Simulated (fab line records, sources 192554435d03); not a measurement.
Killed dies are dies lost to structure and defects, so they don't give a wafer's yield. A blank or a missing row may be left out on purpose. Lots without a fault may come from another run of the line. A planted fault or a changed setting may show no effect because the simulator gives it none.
fab line records | flow n5_finfet
record lots=11 wafers=32 last_day=17
route steps=1938 shown MIM_TOP@1834 TV_OPEN@1887 PASSIVATION@1916
lots that met no fault: from a run of the same line without faults
start_h: hours from the record's first day to the start of the lot's first wafer shown | wait_h: hours since the lot's step before | " the same as in the row above | L1.1+2: a row that stands for several wafers | - no value, or no start given | * or withheld: withheld | < > ~ a bound
route shown NAME@n: a module of which the file shows steps, and the number in the route of the first | usual: mean/standard deviation of fault-free wafers | same: alike in all rows | chamber/n: place in a boat | sites: the reading at each site | _std_site: their standard deviation | _edge_site: outer sites' mean less inner sites' | radius_mm: how far each site lies from the wafer's centre | mask NAME#n: copy n | behind: the tool/chamber that last shaped the wafer | hold: why the lot was held/for how many hours/how that ended | device: the transistor (n, p or np) that didn't switch | end of line: the same wafers' tests at the end of the route | a step without rows: its recipe alone | killed: dies lost to structure and defects at the first sort, not the wafer's yield | map: a wafer's dies, x killed, . not, _ none there
set.NAME: the setting as run; set.NAME@STEP: as run at that earlier step | model.NAME: the simulator's own value behind a step, which no gauge read
steps of the route over a sample of lots; a table a step, a row a wafer
services: from which hour (start_h, from the record's first day; less than 0 if before it) a tool's chamber was out of use, for how many hours, and why
## steps
# step N5_MIM_TOP_ALD_00
# recipe material=Al2O3 target_thk_a=* temp_c=withheld ald_precursor_family=TMA ald_co_reactant=O3 pulse_time_s=withheld purge_time_s=3 co_reactant_purge_time_s=withheld co_reactant_pulse_time_s=3 ald_cycles=withheld
# usual precursor_pulse_height_rel=1.000/0.018
# columns lot.wafer tool chamber start_h wait_h precursor_pulse_height_rel
L898.1 ald_hk-01 3 246.30 0.1 1.007
L898.4 " 1 " " 0.989
L898.6 " 1 " " 1.008
L899.1 ald_hk-01 1 251.57 0.1 1.024
L899.2 " 3 " " 0.987
L899.4 " 2 " " 1.030
L901.2 ald_hk-01 0 272.86 0.1 1.006
L901.3 " 1 " " 1.040
L901.4 " 2 " " 0.994
L905.1 ald_hk-01 1 287.89 0.1 0.986
L905.6 " 2 " " 0.973
L906.1 ald_hk-03 3 297.38 0.1 1.023
L906.4 " 0 " " 1.013
L906.6 " 2 " " 0.995
L914.2 ald_hk-01 3 355.50 0.1 1.023
L914.5 " 0 " " 1.006
L914.6 " 3 " " 1.019
L915.1 ald_hk-03 1 366.21 0.1 1.009
L915.4 " 3 " " 1.001
L915.5 " 2 " " 0.988
L917.1 ald_hk-01 3 369.77 0.1 1.015
L917.3 " 1 " " 0.977
L917.4 " 0 " " 1.009
L916.1 ald_hk-03 1 378.69 0.1 1.017
L916.2 " 2 " " 0.993
L916.5 " 1 " " 0.979
L919.1 ald_hk-01 3 381.31 0.1 1.016
L919.2 " 0 " " 1.019
L919.3 " 2 " " 1.039
L920.1 ald_hk-03 1 391.85 0.1 0.976
L920.4 " 3 " " 1.017
L920.5 " 0 " " 0.964
# step N5_MIM_TOP_ALD_01
# recipe material=HfO2 target_thk_a=56 temp_c=withheld ald_precursor_family=Hf-amide ald_co_reactant=O3 pulse_time_s=1 purge_time_s=3 co_reactant_purge_time_s=2 co_reactant_pulse_time_s=3 ald_cycles=62
# usual precursor_pulse_height_rel=1.000/0.02
# columns lot.wafer tool chamber start_h wait_h precursor_pulse_height_rel
L898.1 ald_hk-01 3 - - 1.017
L898.4 " 1 " " 0.998
L898.6 " 1 " " 1.022
L899.1 ald_hk-01 1 - - 1.001
L899.2 " 3 " " 0.980
L899.4 " 2 " " 0.961
L901.2 ald_hk-01 0 - - 0.998
L901.3 " 1 " " 0.993
L901.4 " 2 " " 0.999
L905.1 ald_hk-01 1 - - 0.997
L905.6 " 2 " " 0.998
L906.1 ald_hk-03 3 - - 0.973
L906.4 " 0 " " 0.986
L906.6 " 2 " " 1.005
L914.2 ald_hk-01 3 - - 0.978
L914.5 " 0 " " 0.981
L914.6 " 3 " " 1.029
L915.1 ald_hk-03 1 - - 0.980
L915.4 " 3 " " 0.989
L915.5 " 2 " " 0.987
L917.1 ald_hk-01 3 - - 0.993
L917.3 " 1 " " 1.035
L917.4 " 0 " " 1.011
L916.1 ald_hk-03 1 - - 0.993
L916.2 " 2 " " 0.948
L916.5 " 1 " " 1.018
L919.1 ald_hk-01 3 - - 1.009
L919.2 " 0 " " 1.035
L919.3 " 2 " " 1.006
L920.1 ald_hk-03 1 - - 1.014
L920.4 " 3 " " 1.018
L920.5 " 0 " " 0.968
# step N5_PASSIVATION_PASS_ETCH_74
# recipe chemistry=CF4/O2 target=SiNx target_depth_a=2200 time_s=110 ion_energy_ev=100 pressure_mtorr=40 source_w=535 bias_w=49 Ar_flow_sccm=100 cf4_flow_sccm=100 O2_flow_sccm=10
# usual drypump_motor_current_A=5.85/0.24 oes_product_au=0.79/0.087 rf_vpp_V=239/4.6 showerhead_plenum_p_Torr=2.21/0.087 throttle_valve_pct=16.05/0.26
# columns lot.wafer tool chamber start_h wait_h drypump_motor_current_A oes_product_au rf_hours_counter_h rf_vpp_V showerhead_plenum_p_Torr throttle_valve_pct
L898.1 rie_diel-05 2 251.80 0.0 5.81 0.85 81 231 2.33 16.11
L898.4 " 1 " " 5.66 0.96 - 236 2.18 15.64
L898.6 " 3 " " 5.99 0.72 - 238 2.11 16.24
L899.1 rie_diel-03 2 260.07 0.0 5.74 0.74 179 247 2.27 16.15
L899.2 " 3 " " 5.79 0.92 21 246 2.34 15.68
L899.4 " 1 " " 5.60 0.73 199 237 2.12 16.24
L901.2 rie_diel-03 0 281.07 0.0 6.28 0.71 212 247 2.18 16.29
L901.3 " 3 " " 5.77 0.91 28 247 2.33 15.67
L901.4 " 1 " " 5.56 0.72 206 239 2.12 16.23
L905.1 rie_diel-04 2 294.92 0.0 5.59 0.85 32 238 2.34 15.72
L905.6 " 2 " " 5.59 0.84 - 237 2.34 15.69
L906.1 rie_diel-05 3 301.33 0.0 6.01 0.72 190 238 2.11 16.26
L906.4 " 1 " " 5.68 0.93 21 236 2.17 15.67
L906.6 " 2 " " 5.79 0.83 - 233 2.32 16.11
L914.2 rie_diel-03 0 361.21 0.0 6.30 0.69 238 247 2.17 16.33
L914.5 " 0 " " 6.30 0.68 - 247 2.17 16.34
L914.6 " 1 " " 5.59 0.70 - 237 2.11 16.28
L915.1 rie_diel-04 1 370.99 0.0 6.00 0.78 132 236 2.13 15.81
L915.4 " 3 " " 6.19 0.70 - 239 2.18 16.42
L915.5 " 1 " " 6.02 0.78 - 238 2.13 15.82
L917.1 rie_diel-03 3 374.44 0.0 5.79 0.87 55 246 2.32 15.74
L917.3 " 1 " " 5.56 0.71 231 237 2.11 16.28
L917.4 " 2 " " 5.69 0.71 213 247 2.26 16.21
L916.1 rie_diel-05 0 384.28 0.0 5.80 0.88 31 238 2.16 16.05
L916.2 " 1 " " 5.66 0.88 44 236 2.17 15.73
L916.5 " 2 " " 5.82 0.80 - 232 2.31 16.19
L919.1 rie_diel-04 3 386.72 0.0 6.21 0.69 240 240 2.18 16.42
L919.2 " 2 " " 5.61 0.81 62 237 2.33 15.77
L919.3 " 0 " " 5.55 0.71 226 239 2.10 16.19
L920.1 rie_diel-04 1 397.14 0.0 6.01 0.78 140 237 2.12 15.84
L920.4 " 0 " " 5.49 0.70 229 239 2.10 16.18
L920.5 " 3 " " 6.22 0.68 - 239 2.18 16.42
# step N5_PASSIVATION_PECVD_35
# recipe material=SiNx target_thk_a=7000 temp_c=400 precursor=SiH4/NH3/N2 pressure_torr=4.9 rf_w=1406 time_s=151.3
# usual chamber_pressure_Torr=4.899/0.011 heater_power_w=394/79 run_length_s=195.4/0.67 showerhead_plenum_p_Torr=8.661/0.029 throttle_valve_pct=29.8/1.8
# columns lot.wafer tool chamber start_h wait_h chamber_pressure_Torr heater_power_w run_length_s showerhead_plenum_p_Torr throttle_valve_pct
L898.1 pecvd-02 1 254.73 0.1 4.889 519 194.1 8.705 30.1
L898.4 " 2 " " 4.880 349 196.1 8.655 28.4
L898.6 " 2 " " 4.903 213 195.9 8.630 28.4
L899.1 pecvd-02 1 263.34 0.1 4.880 476 194.8 8.700 30.2
L899.2 " 2 " " 4.924 333 195.8 8.646 28.4
L899.4 " 1 " " 4.881 519 194.3 8.718 30.4
L901.2 pecvd-02 2 284.40 0.1 4.901 287 196.4 8.647 28.5
L901.3 " 1 " " 4.885 547 201.6 8.694 30.4
L901.4 " 2 " " 4.892 325 196.1 8.622 28.6
L905.1 pecvd-02 0 298.26 0.1 4.904 361 202.0 8.677 30.3
L905.6 " 0 " " 4.900 401 195.4 8.647 30.5
L906.1 pecvd-02 2 304.30 0.1 4.908 249 202.4 8.651 28.5
L906.4 " 1 " " 4.907 503 194.4 8.706 30.1
L906.6 " 2 " " 4.901 283 196.3 8.639 28.4
L914.2 pecvd-02 2 364.48 0.1 4.893 343 196.3 8.618 28.9
L914.5 " 2 " " 4.918 210 196.0 8.634 28.9
L914.6 " 0 " " 4.887 455 195.8 8.670 30.6
L915.1 pecvd-04 0 373.59 0.1 4.914 309 196.1 8.649 29.7
L915.4 " 0 " " 4.896 346 196.4 8.650 29.5
L915.5 " 2 " " 4.904 460 194.6 8.670 26.4
L917.1 pecvd-04 0 377.24 0.1 4.883 313 195.3 8.651 29.3
L917.3 " 1 " " 4.891 405 194.8 8.643 33.6
L917.4 " 1 " " 4.895 439 195.0 8.669 33.7
L916.1 pecvd-02 1 389.00 0.1 4.884 434 195.0 8.694 30.3
L916.2 " 0 " " 4.896 412 195.4 8.664 30.5
L916.5 " 1 " " 4.914 518 194.5 8.710 30.3
L919.1 pecvd-02 0 389.68 0.1 4.918 352 196.1 8.648 30.1
L919.2 " 1 " " 4.912 485 194.9 8.710 30.3
L919.3 " 1 " " 4.899 519 194.8 8.715 30.2
L920.1 pecvd-02 2 400.28 0.1 4.880 237 196.9 8.641 28.9
L920.4 " 2 " " 4.879 277 196.4 8.646 28.8
L920.5 " 1 " " 4.912 529 194.3 8.719 30.4
# step N5_PASSIVATION_PROBE_49
# usual defect_limited_yield=91.0/1.5 killed_at_M0_to_M3=34/11 killed_at_M4_up=14/5.3 killed_at_contacts=13/7 killed_at_front_end=41/13 killed_at_other=4/3.1 killed_dies=106/17 killed_open=70/12 killed_short=35/8 sort_bin_5_function=5.2/0.98 sort_bin_6_memory=3.4/0.69 sort_n_pass=1074/17 sort_yield_pct=91.0/1.5
# same gross_dies=1180 killed_at_back_side=0 sort_bin_4_leakage[%]=0 sort_bin_8_speed[%]=0
# columns lot.wafer tool chamber start_h wait_h defect_limited_yield[%] killed_at_M0_to_M3 killed_at_M4_up killed_at_contacts killed_at_front_end killed_at_other killed_dies killed_open killed_short sort_bin_5_function[%] sort_bin_6_memory[%] sort_n_pass sort_yield_pct[%]
L901.3 prober-01 - 288.80 0.1 91.8 32 25 7 24 9 97 54 34 4.8 3.1 1083 91.8
L905.1 prober-02 - 301.94 0.0 89.8 48 7 8 49 8 120 76 40 6.3 3.6 1060 89.8
L906.1 prober-02 - 307.90 0.0 92.3 30 14 12 31 4 91 58 24 4.0 3.1 1089 92.3
# killed by level:class
L901.3 BEOL_M4:geometric_particle:open=16 BEOL_M0_SAQP:geometric_particle:open=7 FIN_SAQP:geometric_particle:open=6 BEOL_M0_SAQP:geometric_particle:short=6 PASSIVATION:area_pecvd=6 BEOL_M4:geometric_particle:short=5 MOL_CONTACT_COAG:geometric_particle:open=4 BEOL_M0:geometric_particle:open=4
L905.1 STI_FIN_REVEAL:geometric_particle:open=13 FIN_SAQP:geometric_particle:open=12 BEOL_M2:geometric_particle:open=12 BEOL_M0_SAQP:geometric_particle:short=11 GATE_CUT:geometric_particle:short=8 BEOL_M0_SAQP:geometric_particle:open=6 BEOL_M1:geometric_particle:open=6 BEOL_M4:geometric_particle:open=6
L906.1 MOL_CONTACT_COAG:geometric_particle:open=10 BEOL_M0_SAQP:geometric_particle:open=8 BEOL_M0_SAQP:geometric_particle:short=6 BEOL_M3:geometric_particle:open=6 FIN_SAQP:geometric_particle:open=5 STI_FIN_REVEAL:geometric_particle:open=5 BEOL_M2:geometric_particle:open=5 HKMG_FIN:area_etch=5
## services
# columns tool chamber start_h hours kind
pecvd-04 2 233.64 5.5 scheduled_down
rie_diel-04 - 234.11 1.7 repair
rie_diel-04 0 248.92 19.3 repair
rie_diel-05 0 250.22 - clean
rie_diel-05 0 250.22 - consumable_replace:focus_ring
rie_diel-05 0 250.22 13.9 scheduled_down
rie_diel-05 0 250.22 13.9 vent_cycle
pecvd-02 0 253.03 5.5 scheduled_down
rie_diel-05 - 261.73 0.6 repair
rie_diel-05 - 266.08 0.8 repair
rie_diel-04 1 276.61 5.4 repair
rie_diel-04 - 281.45 0.4 repair
rie_diel-04 1 283.72 16.7 repair
rie_diel-05 1 290.76 9.6 repair
pecvd-04 - 295.33 1.2 repair
ald_hk-03 - 299.61 1.1 repair
rie_diel-03 1 318.53 5.0 repair
rie_diel-04 0 325.47 51.5 repair
rie_diel-04 - 336.74 2.8 pm
ald_hk-03 - 343.62 2.5 repair
rie_diel-05 0 345.20 7.0 repair
ald_hk-03 - 382.19 0.8 repair
pecvd-02 2 385.91 5.5 scheduled_down
rie_diel-04 1 399.64 4.2 repair
## key
first_sign step=N5_PASSIVATION_PECVD_35 reading=run_length_s direction=up sigmas=9.8 usual=* struck=*
effect none on later readings
met_at N5_PASSIVATION_PECVD_35
struck_lots L901,L905,L906
struck_wafers L901.3,L905.1,L906.1
not_acting_at N5_MIM_TOP_ALD_00,N5_MIM_TOP_ALD_01,N5_PASSIVATION_PASS_ETCH_74
onset_between 263.34 284.40
fault kind=process_parameter_drift tool=pecvd-02 chamber=- onset_h=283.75 steps=N5_PASSIVATION_PECVD_35 channel=time_s offset=* shape=step end_h=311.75 scope=struck_wafers_only acts_in=* stated=*
